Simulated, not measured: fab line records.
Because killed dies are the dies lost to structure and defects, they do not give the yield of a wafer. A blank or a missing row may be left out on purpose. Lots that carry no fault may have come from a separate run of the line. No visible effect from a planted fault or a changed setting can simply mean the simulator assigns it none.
fab line records :: flow nandHarc
record
  lots=6
  wafers=17
  lastDay=25
route steps=1159 shown A_STAIRCASE@677 END@1159
lots with no fault: from the same line, run without faults
startH: hours from the record's first day to the start of the lot's first wafer shown :: waitH: how many hours have passed since the lot's step before this one :: " as in the row above :: L1.1+2: several wafers, shown together as one row :: - either no value or no given start :: * or withheld: withheld :: < > ~ a bound
route shown NAME@n: names a module that has steps shown in the file, with the first one's number in the route :: usual: mean/standard deviation taken from wafers without a fault :: same: alike in all rows :: chamber/n: place in a boat :: sites: per-site readings :: _std_site: how widely they spread, as a standard deviation :: _edge_site: the outer-site mean with the inner-site mean subtracted :: radiusMm: for every site, how far away it sits from the centre of the wafer :: mask NAME#n: copy n :: behind: the tool/chamber that last shaped the wafer :: hold: the reason the lot was held/the length of the hold in hours/how it ended :: device: the n, p or np transistor that did not switch :: end of line: at the end of the route, the tests of the same wafers :: where a step has no rows: the recipe by itself :: killed: dies that structure and defects cost at the first sort, which is not the same as the wafer's yield :: map: a wafer's dies, marking killed ones x, the rest . and places with no die _
set.NAME: the setting the step ran with; set.NAME@STEP: the setting that earlier step ran with :: model.NAME: the simulator's own value behind a step, which no gauge read
lots seen at some steps along the route; tables by step, rows by wafer
services: from which hour (startH, from the record's first day; less than 0 if before it) a tool's chamber was out of use, for how many hours, and why
## steps
# step NHARC_A_STAIRCASE_DEHYDRATE_302
# recipe
  tempC=150
  timeS=120
# step NHARC_A_STAIRCASE_HMDS_303
# recipe
  timeS=30
# step NHARC_A_STAIRCASE_COAT_304
# recipe
  spinRpm=1200
# step NHARC_A_STAIRCASE_SOFTBAKE_305
# recipe
  tempC=135
  timeS=170
# step NHARC_A_STAIRCASE_EBR_306
# step NHARC_A_STAIRCASE_EXPOSE_307
# recipe
  na=0.5
  doseMj=45.72
  maskId=CHOP_50
# step NHARC_A_STAIRCASE_PEB_308
# recipe
  pebTempC=115
  pebTimeS=130
# step NHARC_A_STAIRCASE_DEVELOP_309
# recipe
  timeS=140
# step NHARC_A_STAIRCASE_HARDBAKE_311
# recipe
  tempC=120
  timeS=140
# step NHARC_A_STAIRCASE_DESCUM_312
# recipe
  timeS=3
  o2FlowSccm=200
  arFlowSccm=0
  biasPowerW=0
  chemistry=O2
# usual
  drypumpMotorCurrentA=5.7/0.33
  o2FlowSccm=200.1/0.58
  oesProductAu=0.994/0.012
  rfVppV=57.7/0.89
  showerheadPlenumPTorr=1.89/0.082
  throttleValvePct=11.310/0.0094
lot.wafer: L546.3
tool: rieDiel-05
chamber: 0
startH: 272.01
waitH: -
drypumpMotorCurrentA: 6.3
o2FlowSccm: 201.1
oesProductAu: 1.011
rfHoursCounterH: 39
rfVppV: 57.5
showerheadPlenumPTorr: 1.92
throttleValvePct: 11.318

lot.wafer: L546.2
tool: rieDiel-05
chamber: 1
startH: 272.01
waitH: -
drypumpMotorCurrentA: 5.6
o2FlowSccm: 200.2
oesProductAu: 0.989
rfHoursCounterH: 38
rfVppV: 58.4
showerheadPlenumPTorr: 1.83
throttleValvePct: 11.326

lot.wafer: L546.5
tool: rieDiel-05
chamber: 0
startH: 272.01
waitH: -
drypumpMotorCurrentA: 6.3
o2FlowSccm: 200.2
oesProductAu: 1.002
rfHoursCounterH: -
rfVppV: 56.1
showerheadPlenumPTorr: 1.92
throttleValvePct: 11.295

lot.wafer: L549.3
tool: rieDiel-13
chamber: 3
startH: 273.82
waitH: -
drypumpMotorCurrentA: 6.1
o2FlowSccm: 200.6
oesProductAu: 0.979
rfHoursCounterH: 61
rfVppV: 57.5
showerheadPlenumPTorr: 1.78
throttleValvePct: 11.302

lot.wafer: L549.4
tool: rieDiel-13
chamber: 0
startH: 273.82
waitH: -
drypumpMotorCurrentA: 5.6
o2FlowSccm: 200.8
oesProductAu: 0.991
rfHoursCounterH: 59
rfVppV: 56.5
showerheadPlenumPTorr: 1.91
throttleValvePct: 11.318

lot.wafer: L549.5
tool: rieDiel-13
chamber: 0
startH: 273.82
waitH: -
drypumpMotorCurrentA: 5.6
o2FlowSccm: 200.1
oesProductAu: 0.997
rfHoursCounterH: -
rfVppV: 58.0
showerheadPlenumPTorr: 1.91
throttleValvePct: 11.317

lot.wafer: L550.2
tool: rieDiel-05
chamber: 0
startH: 311.33
waitH: -
drypumpMotorCurrentA: 6.3
o2FlowSccm: 200.3
oesProductAu: 0.986
rfHoursCounterH: 54
rfVppV: 58.0
showerheadPlenumPTorr: 1.92
throttleValvePct: 11.309

lot.wafer: L550.6
tool: rieDiel-05
chamber: 1
startH: 311.33
waitH: -
drypumpMotorCurrentA: 5.6
o2FlowSccm: 200.3
oesProductAu: 0.999
rfHoursCounterH: -
rfVppV: 56.8
showerheadPlenumPTorr: 1.83
throttleValvePct: 11.306

lot.wafer: L550.5
tool: rieDiel-05
chamber: 2
startH: 311.33
waitH: -
drypumpMotorCurrentA: 5.7
o2FlowSccm: 199.9
oesProductAu: 0.992
rfHoursCounterH: -
rfVppV: 57.4
showerheadPlenumPTorr: 1.96
throttleValvePct: 11.306

lot.wafer: L552.2
tool: rieDiel-05
chamber: 0
startH: 315.24
waitH: -
drypumpMotorCurrentA: 6.3
o2FlowSccm: 200.4
oesProductAu: 1.007
rfHoursCounterH: 56
rfVppV: 57.7
showerheadPlenumPTorr: 1.92
throttleValvePct: 11.313

lot.wafer: L552.5
tool: rieDiel-05
chamber: 3
startH: 315.24
waitH: -
drypumpMotorCurrentA: 5.3
o2FlowSccm: 200.2
oesProductAu: 0.992
rfHoursCounterH: -
rfVppV: 57.6
showerheadPlenumPTorr: 1.96
throttleValvePct: 11.305

lot.wafer: L562.1
tool: rieDiel-13
chamber: 1
startH: 379.17
waitH: -
drypumpMotorCurrentA: 5.8
o2FlowSccm: 201.1
oesProductAu: 0.977
rfHoursCounterH: 39
rfVppV: 57.4
showerheadPlenumPTorr: 1.77
throttleValvePct: 11.301

lot.wafer: L562.4
tool: rieDiel-13
chamber: 2
startH: 379.17
waitH: -
drypumpMotorCurrentA: 5.3
o2FlowSccm: 199.9
oesProductAu: 1.006
rfHoursCounterH: 32
rfVppV: 57.0
showerheadPlenumPTorr: 1.97
throttleValvePct: 11.312

lot.wafer: L562.3
tool: rieDiel-13
chamber: 0
startH: 379.17
waitH: -
drypumpMotorCurrentA: 5.6
o2FlowSccm: 200.4
oesProductAu: 0.990
rfHoursCounterH: 39
rfVppV: 58.0
showerheadPlenumPTorr: 1.90
throttleValvePct: 11.318

lot.wafer: L567.4
tool: rieDiel-02
chamber: 0
startH: 398.97
waitH: -
drypumpMotorCurrentA: 5.6
o2FlowSccm: 200.6
oesProductAu: 0.991
rfHoursCounterH: 24
rfVppV: 57.5
showerheadPlenumPTorr: 1.95
throttleValvePct: 11.305

lot.wafer: L567.3
tool: rieDiel-02
chamber: 2
startH: 398.97
waitH: -
drypumpMotorCurrentA: 5.0
o2FlowSccm: 200.0
oesProductAu: 0.997
rfHoursCounterH: 25
rfVppV: 59.0
showerheadPlenumPTorr: 2.05
throttleValvePct: 11.301

lot.wafer: L567.6
tool: rieDiel-02
chamber: 0
startH: 398.97
waitH: -
drypumpMotorCurrentA: 5.5
o2FlowSccm: 200.2
oesProductAu: 1.000
rfHoursCounterH: -
rfVppV: 57.5
showerheadPlenumPTorr: 1.95
throttleValvePct: 11.310
# step NHARC_A_STAIRCASE_ETCH_313
# recipe
  cf4FlowSccm=100
  chf3FlowSccm=30
  arFlowSccm=0
  rfW=500
  biasW=200
  chemistry=CF4/CHF3
# usual
  biasW=200.0/0.58
  drypumpMotorCurrentA=5.7/0.35
  oesProductAu=0.930/0.02
  rfVppV=370.0/2.3
  showerheadPlenumPTorr=1.55/0.065
  throttleValvePct=16.801/0.0095
lot.wafer: L546.3
tool: rieDiel-05
chamber: 0
startH: 272.09
waitH: 0.1
biasW: 199.5
drypumpMotorCurrentA: 6.3
oesProductAu: 0.930
rfHoursCounterH: 39
rfVppV: 370.2
showerheadPlenumPTorr: 1.58
throttleValvePct: 16.793

lot.wafer: L546.2
tool: rieDiel-05
chamber: 2
startH: 272.09
waitH: 0.1
biasW: 200.7
drypumpMotorCurrentA: 5.6
oesProductAu: 0.917
rfHoursCounterH: 30
rfVppV: 371.4
showerheadPlenumPTorr: 1.61
throttleValvePct: 16.780

lot.wafer: L546.5
tool: rieDiel-05
chamber: 1
startH: 272.09
waitH: 0.1
biasW: 201.0
drypumpMotorCurrentA: 5.6
oesProductAu: 0.919
rfHoursCounterH: -
rfVppV: 368.0
showerheadPlenumPTorr: 1.51
throttleValvePct: 16.788

lot.wafer: L549.4
tool: rieDiel-13
chamber: 2
startH: 273.91
waitH: 0.1
biasW: 201.5
drypumpMotorCurrentA: 5.3
oesProductAu: 0.981
rfHoursCounterH: 64
rfVppV: 371.2
showerheadPlenumPTorr: 1.62
throttleValvePct: 16.793

lot.wafer: L549.3
tool: rieDiel-13
chamber: 0
startH: 273.91
waitH: 0.1
biasW: 200.7
drypumpMotorCurrentA: 5.6
oesProductAu: 0.955
rfHoursCounterH: 59
rfVppV: 369.9
showerheadPlenumPTorr: 1.57
throttleValvePct: 16.803

lot.wafer: L549.5
tool: rieDiel-13
chamber: 2
startH: 273.91
waitH: 0.1
biasW: 200.3
drypumpMotorCurrentA: 5.3
oesProductAu: 0.979
rfHoursCounterH: -
rfVppV: 371.3
showerheadPlenumPTorr: 1.62
throttleValvePct: 16.803

lot.wafer: L550.2
tool: rieDiel-05
chamber: 3
startH: 311.44
waitH: 0.1
biasW: 198.8
drypumpMotorCurrentA: 5.3
oesProductAu: 0.920
rfHoursCounterH: 45
rfVppV: 372.5
showerheadPlenumPTorr: 1.61
throttleValvePct: 16.823

lot.wafer: L550.6
tool: rieDiel-05
chamber: 3
startH: 311.44
waitH: 0.1
biasW: 199.6
drypumpMotorCurrentA: 5.3
oesProductAu: 0.909
rfHoursCounterH: -
rfVppV: 371.6
showerheadPlenumPTorr: 1.61
throttleValvePct: 16.777

lot.wafer: L550.5
tool: rieDiel-05
chamber: 0
startH: 311.44
waitH: 0.1
biasW: 199.6
drypumpMotorCurrentA: 6.3
oesProductAu: 0.922
rfHoursCounterH: -
rfVppV: 371.3
showerheadPlenumPTorr: 1.58
throttleValvePct: 16.816

lot.wafer: L552.2
tool: rieDiel-05
chamber: 3
startH: 315.32
waitH: 0.1
biasW: 199.8
drypumpMotorCurrentA: 5.3
oesProductAu: 0.944
rfHoursCounterH: 47
rfVppV: 372.6
showerheadPlenumPTorr: 1.61
throttleValvePct: 16.805

lot.wafer: L552.5
tool: rieDiel-05
chamber: 2
startH: 315.32
waitH: 0.1
biasW: 200.2
drypumpMotorCurrentA: 5.7
oesProductAu: 0.932
rfHoursCounterH: -
rfVppV: 371.6
showerheadPlenumPTorr: 1.61
throttleValvePct: 16.793

lot.wafer: L562.4
tool: rieDiel-13
chamber: 3
startH: 379.26
waitH: 0.1
biasW: 200.2
drypumpMotorCurrentA: 6.1
oesProductAu: 0.916
rfHoursCounterH: 39
rfVppV: 366.3
showerheadPlenumPTorr: 1.46
throttleValvePct: 16.798

lot.wafer: L562.3
tool: rieDiel-13
chamber: 0
startH: 379.26
waitH: 0.1
biasW: 200.0
drypumpMotorCurrentA: 5.6
oesProductAu: 0.914
rfHoursCounterH: 39
rfVppV: 369.8
showerheadPlenumPTorr: 1.56
throttleValvePct: 16.792

lot.wafer: L562.1
tool: rieDiel-13
chamber: 1
startH: 379.26
waitH: 0.1
biasW: 200.7
drypumpMotorCurrentA: 5.8
oesProductAu: 0.916
rfHoursCounterH: 39
rfVppV: 367.2
showerheadPlenumPTorr: 1.46
throttleValvePct: 16.802

lot.wafer: L567.3
tool: rieDiel-02
chamber: 2
startH: 399.07
waitH: 0.1
biasW: 200.8
drypumpMotorCurrentA: 5.0
oesProductAu: 0.967
rfHoursCounterH: 25
rfVppV: 373.3
showerheadPlenumPTorr: 1.68
throttleValvePct: 16.812

lot.wafer: L567.4
tool: rieDiel-02
chamber: 3
startH: 399.07
waitH: 0.1
biasW: 200.0
drypumpMotorCurrentA: 6.3
oesProductAu: 0.952
rfHoursCounterH: 13
rfVppV: 375.2
showerheadPlenumPTorr: 1.70
throttleValvePct: 16.814

lot.wafer: L567.6
tool: rieDiel-02
chamber: 2
startH: 399.07
waitH: 0.1
biasW: 200.4
drypumpMotorCurrentA: 5.0
oesProductAu: 0.971
rfHoursCounterH: -
rfVppV: 374.1
showerheadPlenumPTorr: 1.68
throttleValvePct: 16.800
# step NHARC_A_STAIRCASE_HM_OPEN_463
# recipe
  o2FlowSccm=400
  cosFlowSccm=20
  arFlowSccm=0
  rfW=500
  biasW=300
  chemistry=O2/COS
# usual
  biasW=300.0/0.77
  drypumpMotorCurrentA=5.7/0.35
  o2FlowSccm=400.0/1.1
  oesProductAu=0.997/0.011
  rfVppV=466/3
  showerheadPlenumPTorr=3.09/0.13
  throttleValvePct=28.329/0.0087
lot.wafer: L546.2
tool: rieDiel-05
chamber: 1
startH: 272.23
waitH: -
biasW: 300.9
drypumpMotorCurrentA: 5.6
o2FlowSccm: 401.1
oesProductAu: 0.987
rfHoursCounterH: 38
rfVppV: 464
showerheadPlenumPTorr: 2.99
throttleValvePct: 28.328

lot.wafer: L546.3
tool: rieDiel-05
chamber: 3
startH: 272.23
waitH: -
biasW: 299.0
drypumpMotorCurrentA: 5.3
o2FlowSccm: 399.4
oesProductAu: 0.994
rfHoursCounterH: 32
rfVppV: 468
showerheadPlenumPTorr: 3.20
throttleValvePct: 28.330

lot.wafer: L546.5
tool: rieDiel-05
chamber: 0
startH: 272.23
waitH: -
biasW: 300.2
drypumpMotorCurrentA: 6.3
o2FlowSccm: 400.7
oesProductAu: 0.993
rfHoursCounterH: -
rfVppV: 468
showerheadPlenumPTorr: 3.13
throttleValvePct: 28.316

lot.wafer: L549.4
tool: rieDiel-13
chamber: 2
startH: 274.02
waitH: -
biasW: 298.5
drypumpMotorCurrentA: 5.3
o2FlowSccm: 400.5
oesProductAu: 1.005
rfHoursCounterH: 64
rfVppV: 469
showerheadPlenumPTorr: 3.22
throttleValvePct: 28.331

lot.wafer: L549.3
tool: rieDiel-13
chamber: 1
startH: 274.02
waitH: -
biasW: 300.3
drypumpMotorCurrentA: 5.8
o2FlowSccm: 400.0
oesProductAu: 0.981
rfHoursCounterH: 59
rfVppV: 463
showerheadPlenumPTorr: 2.92
throttleValvePct: 28.330

lot.wafer: L549.5
tool: rieDiel-13
chamber: 3
startH: 274.02
waitH: -
biasW: 300.4
drypumpMotorCurrentA: 6.1
o2FlowSccm: 399.6
oesProductAu: 0.985
rfHoursCounterH: -
rfVppV: 462
showerheadPlenumPTorr: 2.91
throttleValvePct: 28.321

lot.wafer: L550.2
tool: rieDiel-05
chamber: 1
startH: 311.56
waitH: -
biasW: 299.2
drypumpMotorCurrentA: 5.6
o2FlowSccm: 399.5
oesProductAu: 0.894
rfHoursCounterH: 52
rfVppV: 466
showerheadPlenumPTorr: 2.99
throttleValvePct: 28.343

lot.wafer: L550.6
tool: rieDiel-05
chamber: 1
startH: 311.56
waitH: -
biasW: 299.3
drypumpMotorCurrentA: 5.6
o2FlowSccm: 400.6
oesProductAu: 1.000
rfHoursCounterH: -
rfVppV: 464
showerheadPlenumPTorr: 2.99
throttleValvePct: 28.319

lot.wafer: L550.5
tool: rieDiel-05
chamber: 2
startH: 311.56
waitH: -
biasW: 299.9
drypumpMotorCurrentA: 5.6
o2FlowSccm: 398.8
oesProductAu: 0.981
rfHoursCounterH: -
rfVppV: 469
showerheadPlenumPTorr: 3.19
throttleValvePct: 28.327

lot.wafer: L552.2
tool: rieDiel-05
chamber: 1
startH: 315.45
waitH: -
biasW: 300.8
drypumpMotorCurrentA: 5.6
o2FlowSccm: 400.6
oesProductAu: 0.894
rfHoursCounterH: 54
rfVppV: 465
showerheadPlenumPTorr: 2.99
throttleValvePct: 28.331

lot.wafer: L552.5
tool: rieDiel-05
chamber: 0
startH: 315.45
waitH: -
biasW: 301.2
drypumpMotorCurrentA: 6.3
o2FlowSccm: 401.8
oesProductAu: 1.004
rfHoursCounterH: -
rfVppV: 467
showerheadPlenumPTorr: 3.13
throttleValvePct: 28.336

lot.wafer: L562.1
tool: rieDiel-13
chamber: 3
startH: 379.38
waitH: -
biasW: 299.1
drypumpMotorCurrentA: 6.1
o2FlowSccm: 397.9
oesProductAu: 0.994
rfHoursCounterH: 39
rfVppV: 462
showerheadPlenumPTorr: 2.89
throttleValvePct: 28.340

lot.wafer: L562.3
tool: rieDiel-13
chamber: 0
startH: 379.38
waitH: -
biasW: 300.4
drypumpMotorCurrentA: 5.6
o2FlowSccm: 398.8
oesProductAu: 0.985
rfHoursCounterH: 39
rfVppV: 467
showerheadPlenumPTorr: 3.10
throttleValvePct: 28.338

lot.wafer: L562.4
tool: rieDiel-13
chamber: 1
startH: 379.38
waitH: -
biasW: 299.6
drypumpMotorCurrentA: 5.8
o2FlowSccm: 402.7
oesProductAu: 0.994
rfHoursCounterH: 39
rfVppV: 463
showerheadPlenumPTorr: 2.90
throttleValvePct: 28.336

lot.wafer: L567.4
tool: rieDiel-02
chamber: 2
startH: 399.20
waitH: -
biasW: 301.2
drypumpMotorCurrentA: 5.0
o2FlowSccm: 400.5
oesProductAu: 0.996
rfHoursCounterH: 25
rfVppV: 470
showerheadPlenumPTorr: 3.33
throttleValvePct: 28.332

lot.wafer: L567.3
tool: rieDiel-02
chamber: 3
startH: 399.20
waitH: -
biasW: 300.9
drypumpMotorCurrentA: 6.3
o2FlowSccm: 399.2
oesProductAu: 1.019
rfHoursCounterH: 13
rfVppV: 472
showerheadPlenumPTorr: 3.37
throttleValvePct: 28.325

lot.wafer: L567.6
tool: rieDiel-02
chamber: 1
startH: 399.20
waitH: -
biasW: 300.2
drypumpMotorCurrentA: 6.1
o2FlowSccm: 401.3
oesProductAu: 0.994
rfHoursCounterH: -
rfVppV: 469
showerheadPlenumPTorr: 3.12
throttleValvePct: 28.324
# step NHARC_A_STAIRCASE_STRIP_464
# recipe
  o2FlowSccm=400
  cosFlowSccm=20
  arFlowSccm=0
  biasW=0
  chemistry=O2/COS
# step NHARC_END_SORT_01
# recipe
  tempC=25
# usual
  killedAtArray=25/9.2
  killedAtOther=0.9/1.3
  killedAtPeriphery=3.3/2.3
  killedDies=29/9.6
  killedOpen=3.2/1.8
  killedShort=2/1.4
# same
  grossDies=677
lot.wafer: L550.2
tool: prober-01
chamber: 0
startH: 476.28
waitH: 2.8
killedAtArray: 676
killedAtOther: 0
killedAtPeriphery: 1
killedDies: 677
killedOpen: 2
killedShort: 0

lot.wafer: L552.2
tool: prober-01
chamber: 0
startH: 498.65
waitH: 2.8
killedAtArray: 674
killedAtOther: 0
killedAtPeriphery: 3
killedDies: 677
killedOpen: 6
killedShort: 0
# killed by level:class
L550.2 A_STAIRCASE:areaOpen=659 A_CHANNEL_HOLE_D1:chamberFilmFlake=11 A_STAIRCASE:chamberFilmFlake=3 A_ONON_D1:geometricParticle:open=1 A_WL_FILL:geometricParticle:open=1 P_STI:chamberFilmFlake=1 A_CONTACT:chamberFilmFlake=1
L552.2 A_STAIRCASE:areaOpen=651 A_SLIT:chamberFilmFlake=6 A_CHANNEL_HOLE_D1:chamberFilmFlake=4 A_WL_FILL:chamberFilmFlake=3 A_CONTACT:chamberFilmFlake=3 A_M0:geometricParticle:open=2 P_ZERO_WELL:chamberFilmFlake=2 P_CONTACT:geometricParticle:open=1
# map L550.2 (x killed, . not)
____________x____________
_________xxxxxxx_________
_______xxxxxxxxxxx_______
______xxxxxxxxxxxxx______
_____xxxxxxxxxxxxxxx_____
____xxxxxxxxxxxxxxxxx____
____xxxxxxxxxxxxxxxxx____
___xxxxxxxxxxxxxxxxxxx___
___xxxxxxxxxxxxxxxxxxx___
__xxxxxxxxxxxxxxxxxxxxx__
__xxxxxxxxxxxxxxxxxxxxx__
_xxxxxxxxxxxxxxxxxxxxxxx_
_xxxxxxxxxxxxxxxxxxxxxxx_
_xxxxxxxxxxxxxxxxxxxxxxx_
_xxxxxxxxxxxxxxxxxxxxxxx_
_xxxxxxxxxxxxxxxxxxxxxxx_
xxxxxxxxxxxxxxxxxxxxxxxxx
xxxxxxxxxxxxxxxxxxxxxxxxx
xxxxxxxxxxxxxxxxxxxxxxxxx
xxxxxxxxxxxxxxxxxxxxxxxxx
xxxxxxxxxxxxxxxxxxxxxxxxx
_xxxxxxxxxxxxxxxxxxxxxxx_
_xxxxxxxxxxxxxxxxxxxxxxx_
_xxxxxxxxxxxxxxxxxxxxxxx_
_xxxxxxxxxxxxxxxxxxxxxxx_
_xxxxxxxxxxxxxxxxxxxxxxx_
__xxxxxxxxxxxxxxxxxxxxx__
__xxxxxxxxxxxxxxxxxxxxx__
___xxxxxxxxxxxxxxxxxxx___
___xxxxxxxxxxxxxxxxxxx___
____xxxxxxxxxxxxxxxxx____
____xxxxxxxxxxxxxxxxx____
_____xxxxxxxxxxxxxxx_____
______xxxxxxxxxxxxx______
_______xxxxxxxxxxx_______
_________xxxxxxx_________
____________x____________
# map L552.2 (x killed, . not)
____________x____________
_________xxxxxxx_________
_______xxxxxxxxxxx_______
______xxxxxxxxxxxxx______
_____xxxxxxxxxxxxxxx_____
____xxxxxxxxxxxxxxxxx____
____xxxxxxxxxxxxxxxxx____
___xxxxxxxxxxxxxxxxxxx___
___xxxxxxxxxxxxxxxxxxx___
__xxxxxxxxxxxxxxxxxxxxx__
__xxxxxxxxxxxxxxxxxxxxx__
_xxxxxxxxxxxxxxxxxxxxxxx_
_xxxxxxxxxxxxxxxxxxxxxxx_
_xxxxxxxxxxxxxxxxxxxxxxx_
_xxxxxxxxxxxxxxxxxxxxxxx_
_xxxxxxxxxxxxxxxxxxxxxxx_
xxxxxxxxxxxxxxxxxxxxxxxxx
xxxxxxxxxxxxxxxxxxxxxxxxx
xxxxxxxxxxxxxxxxxxxxxxxxx
xxxxxxxxxxxxxxxxxxxxxxxxx
xxxxxxxxxxxxxxxxxxxxxxxxx
_xxxxxxxxxxxxxxxxxxxxxxx_
_xxxxxxxxxxxxxxxxxxxxxxx_
_xxxxxxxxxxxxxxxxxxxxxxx_
_xxxxxxxxxxxxxxxxxxxxxxx_
_xxxxxxxxxxxxxxxxxxxxxxx_
__xxxxxxxxxxxxxxxxxxxxx__
__xxxxxxxxxxxxxxxxxxxxx__
___xxxxxxxxxxxxxxxxxxx___
___xxxxxxxxxxxxxxxxxxx___
____xxxxxxxxxxxxxxxxx____
____xxxxxxxxxxxxxxxxx____
_____xxxxxxxxxxxxxxx_____
______xxxxxxxxxxxxx______
_______xxxxxxxxxxx_______
_________xxxxxxx_________
____________x____________
## services
tool: rieDiel-05
chamber: 3
startH: 249.08
hours: 2.5
kind: repair

tool: rieDiel-05
chamber: 0
startH: 270.75
hours: -
kind: clean

tool: rieDiel-05
chamber: 1
startH: 270.75
hours: -
kind: clean

tool: rieDiel-05
chamber: 2
startH: 270.75
hours: -
kind: clean

tool: rieDiel-05
chamber: 3
startH: 270.75
hours: -
kind: clean

tool: rieDiel-13
chamber: -
startH: 276.17
hours: 9.0
kind: pm

tool: rieDiel-05
chamber: 0
startH: 295.25
hours: -
kind: clean

tool: rieDiel-05
chamber: 1
startH: 295.25
hours: -
kind: clean

tool: rieDiel-05
chamber: 2
startH: 295.25
hours: -
kind: clean

tool: rieDiel-05
chamber: 3
startH: 295.25
hours: -
kind: clean

tool: rieDiel-02
chamber: 0
startH: 297.39
hours: 8.6
kind: repair

tool: rieDiel-13
chamber: 3
startH: 306.33
hours: 3.1
kind: repair

tool: rieDiel-05
chamber: 0
startH: 319.94
hours: -
kind: clean

tool: rieDiel-05
chamber: 1
startH: 319.94
hours: -
kind: clean

tool: rieDiel-05
chamber: 2
startH: 319.94
hours: -
kind: clean

tool: rieDiel-05
chamber: 3
startH: 319.94
hours: -
kind: clean

tool: rieDiel-02
chamber: -
startH: 327.74
hours: 9.0
kind: pm

tool: rieDiel-05
chamber: -
startH: 340.66
hours: 9.0
kind: pm

tool: rieDiel-05
chamber: 0
startH: 340.66
hours: 9.0
kind: ventCycle

tool: rieDiel-05
chamber: 1
startH: 340.66
hours: 9.0
kind: ventCycle

tool: rieDiel-05
chamber: 2
startH: 340.66
hours: 9.0
kind: ventCycle

tool: rieDiel-05
chamber: 3
startH: 340.66
hours: 9.0
kind: ventCycle

tool: rieDiel-02
chamber: 3
startH: 340.85
hours: 15.6
kind: repair

tool: rieDiel-02
chamber: 3
startH: 376.00
hours: 1.2
kind: repair
## key
firstSign
  step=NHARC_A_STAIRCASE_HM_OPEN_463
  reading=oesProductAu
  direction=down
  sigmas=9.7
  usual=0.997
  struck=0.894
effect
  step=NHARC_END_SORT_01
  reading=killedAtArray
  direction=up
  sigmas=70
  usual=25
  struck=675
moreKillsBornAt
  NHARC_A_STAIRCASE_HM_OPEN_463@rieDiel-05=1310
metAt NHARC_A_STAIRCASE_HM_OPEN_463
struckWafers L550.2,L552.2
laterRowsLeftOut L550.2,L552.2
testerLeftOut L550,L552
onsetBetween 272.23 311.56
fault
  kind=processParameterDrift
  tool=rieDiel-05
  chamber=-
  onsetH=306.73
  steps=NHARC_A_STAIRCASE_HM_OPEN_463
  channel=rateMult
  offset=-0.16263
  shape=step
  endH=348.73
  scope=struckWafersOnly
# testerLeftOut: of these lots the tester's yield and bins aren't shown, on N5 and GAA mostly nor the transistor test; their killed dies are dies lost to structure and defects alone, not to doping, threshold or leakage, so they don't give the yield
# laterRowsLeftOut: the simulator's readings of these wafers behind a module that went badly wrong aren't trusted and aren't shown, but for the sort
